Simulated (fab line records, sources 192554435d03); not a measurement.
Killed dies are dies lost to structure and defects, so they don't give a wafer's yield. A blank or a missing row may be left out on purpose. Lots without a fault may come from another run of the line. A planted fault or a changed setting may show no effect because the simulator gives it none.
A struck lot beside a sound one | flow n5_finfet | 13 steps out of a route of 1938
Sound: wafers L361.1, L361.2, L361.3. Struck: wafers L352.1, L352.4, L352.5. The cause comes at the end.
At each step with rows: each side's tool, then ch and its chambers, then its first start. Under that, the readings that differ: sound wafers | struck wafers | difference of the means | sigmas: that difference in standard deviations of wafers without a fault.
alike: readings whose means differ by less than 2 such deviations, and words and numbers that are the same on both sides. not compared: withheld readings, readings that some wafer has no value for, bounds like >300 that may hide the same value, and numbers for which the record gives no deviation and whose values overlap.
The two part at a step that has a row with sigmas, a row that says differs or no value, or rows on one side only. Numbers that don't overlap but have no deviation are shown without sigmas and don't part them. A reading that every wafer of one side lacks parts them only if that side has two wafers or more.

first, 9 steps without rows for these wafers: N5_BEOL_M2_EBR_24; N5_BEOL_M2_SOFTBAKE_23 (time 60 s); N5_BEOL_M2_EXPOSE_25 (exposes mask V1, defocus 5 nm); N5_BEOL_M2_PEB_26 (peb time 60 s); N5_BEOL_M2_DEVELOP_27 (develop time 30 s); N5_BEOL_M2_DESCUM_33 (chemistry O2, time 7 s); N5_BEOL_M2_ETCH_77 (etches underlayer in N2/H2, target depth 6.5 nm, time 5.2 s); N5_BEOL_M2_ETCH_69 (etches SiARC in CF4, target depth 15.6 nm, time 26 s); N5_BEOL_M2_ALD_98 (deposits SiO2, target thk 2.5 nm, pulse time 1 s, co reactant pulse time 1 s).
N5_BEOL_M2_ETCHBACK_99: etches SiO2 in CHF3, target depth 5 nm, time 10.4 s.
  sound on rie_diel-05 ch 0,1,2, day 12 22:04; struck on rie_diel-05 ch 1,2, day 11 06:00
  no value came back on the struck wafers for any of 8 readings (CHF3_flow_sccm (sccm), bias_w (W) and others); on the sound wafers CHF3_flow_sccm (sccm) reads 12.05 12.00 12.03
  reading                                      | sound          | struck         | difference | sigmas
  model.CAR-EUV_of_BEOL_M2_COAT_22.thk_nm (nm) | 10.4 10.4 10.6 | 11.2 11.2 11.2 | +0.7       |
then, 1 step without rows for these wafers: N5_BEOL_M2_ETCH_70 (etches SOC in N2/H2, target depth 80 nm, overetch 24 nm, time 130 s).
N5_BEOL_M4_RC_MEAS_101:
  the record has rows for the sound wafers here (prober-01 ch 0, day 14 12:59) and none for the struck ones
-- the record jumps here: 5 days lie between the struck wafers' starts before and after (it left off in module BEOL_M4 and takes up again in module PASSIVATION, whose first step shown is number 1936 of the route) --
N5_PASSIVATION_PROBE_49:
  the record has rows for the struck wafers here (prober-02, day 16 16:55) and none for the sound ones

WHERE THEY PART
First at N5_BEOL_M2_ETCHBACK_99; last, within this record, at N5_PASSIVATION_PROBE_49.

WHY: what the simulator had put in
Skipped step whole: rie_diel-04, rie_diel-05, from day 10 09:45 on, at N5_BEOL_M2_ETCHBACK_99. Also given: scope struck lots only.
